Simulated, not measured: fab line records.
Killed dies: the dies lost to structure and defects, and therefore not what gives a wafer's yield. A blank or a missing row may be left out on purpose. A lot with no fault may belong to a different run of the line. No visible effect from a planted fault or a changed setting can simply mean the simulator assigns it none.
Matching of chambers / flow n5_finfet / N5_PMOS_HMC_CHANNEL_EPI_CMP_21 on cmp-04: 4 sister chambers
The step polishes SiGe30, target thk 54 nm. 14 wafers are shown with their chamber, then 7 later ones without.

WAFERS, EACH WITH ITS CHAMBER
wafer=L083.1; chamber=1; motor_current_A (A)=11.7; retaining_ring_pressure_frac=1.002
wafer=L083.2; chamber=0; motor_current_A (A)=12.4; retaining_ring_pressure_frac=1.007
wafer=L083.3; chamber=2; motor_current_A (A)=10.5; retaining_ring_pressure_frac=1.011
wafer=L086.4; chamber=0; motor_current_A (A)=11.8; retaining_ring_pressure_frac=0.991
wafer=L086.5; chamber=1; motor_current_A (A)=12.1; retaining_ring_pressure_frac=0.998
wafer=L086.6; chamber=2; motor_current_A (A)=11.5; retaining_ring_pressure_frac=1.004
wafer=L087.1; chamber=0; motor_current_A (A)=12.1; retaining_ring_pressure_frac=1.007
wafer=L087.3; chamber=1; motor_current_A (A)=11.5; retaining_ring_pressure_frac=1.001
wafer=L087.5; chamber=1; motor_current_A (A)=12.0; retaining_ring_pressure_frac=1.005
wafer=L089.3; chamber=0; motor_current_A (A)=11.5; retaining_ring_pressure_frac=1.000
wafer=L089.4; chamber=3; motor_current_A (A)=12.9; retaining_ring_pressure_frac=1.002
wafer=L089.6; chamber=0; motor_current_A (A)=11.6; retaining_ring_pressure_frac=1.009
wafer=L094.2; chamber=0; motor_current_A (A)=11.5; retaining_ring_pressure_frac=0.986
wafer=L094.5; chamber=2; motor_current_A (A)=11.4; retaining_ring_pressure_frac=1.002

SIGNATURES (means of the wafers above)
reading=motor_current_A; chamber 0=11.817; chamber 1=11.825; chamber 2=11.133; chamber 3=12.900; scatter within a chamber=0.388
reading=retaining_ring_pressure_frac; chamber 0=1.00000; chamber 1=1.00150; chamber 2=1.00567; chamber 3=1.00200; scatter within a chamber=0.00725
Rule: for each reading, subtract the chamber's mean from the wafer's reading, divide by that reading's scatter and square the result; add these up over the readings and take the root, which gives the wafer's distance from the chamber. If the next closest chamber is less than 2 further off than the closest, the wafer can't be placed; otherwise it belongs to the closest. How the scatter is found: for the shown wafers, subtract from each reading the mean of its chamber, square and add these, divide the total by (wafers less chambers), then take the root.

WAFERS WITH NO CHAMBER GIVEN
wafer=L094.6; motor_current_A (A)=13.5; retaining_ring_pressure_frac=0.995
wafer=L096.4; motor_current_A (A)=11.6; retaining_ring_pressure_frac=1.006
wafer=L096.5; motor_current_A (A)=11.8; retaining_ring_pressure_frac=1.002
wafer=L096.6; motor_current_A (A)=12.2; retaining_ring_pressure_frac=1.003
wafer=L097.1; motor_current_A (A)=11.5; retaining_ring_pressure_frac=0.999
wafer=L097.2; motor_current_A (A)=11.3; retaining_ring_pressure_frac=0.996
wafer=L097.5; motor_current_A (A)=12.0; retaining_ring_pressure_frac=0.999

EACH ONE'S CHAMBER
wafer=L094.6; from the rows above=3; in truth=3
wafer=L096.4; from the rows above=can't be placed: 1 or 0 or 2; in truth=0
wafer=L096.5; from the rows above=can't be placed: 1 or 0 or 2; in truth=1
wafer=L096.6; from the rows above=can't be placed: 1 or 0 or 3 or 2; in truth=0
wafer=L097.1; from the rows above=can't be placed: 0 or 1 or 2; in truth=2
wafer=L097.2; from the rows above=can't be placed: 2 or 0 or 1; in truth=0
wafer=L097.5; from the rows above=can't be placed: 0 or 1 or 3 or 2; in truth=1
Correct placement for 1 of the 7. Not placeable from these rows: 6 (in 6, the candidates include the true chamber). 0 placed wrongly.
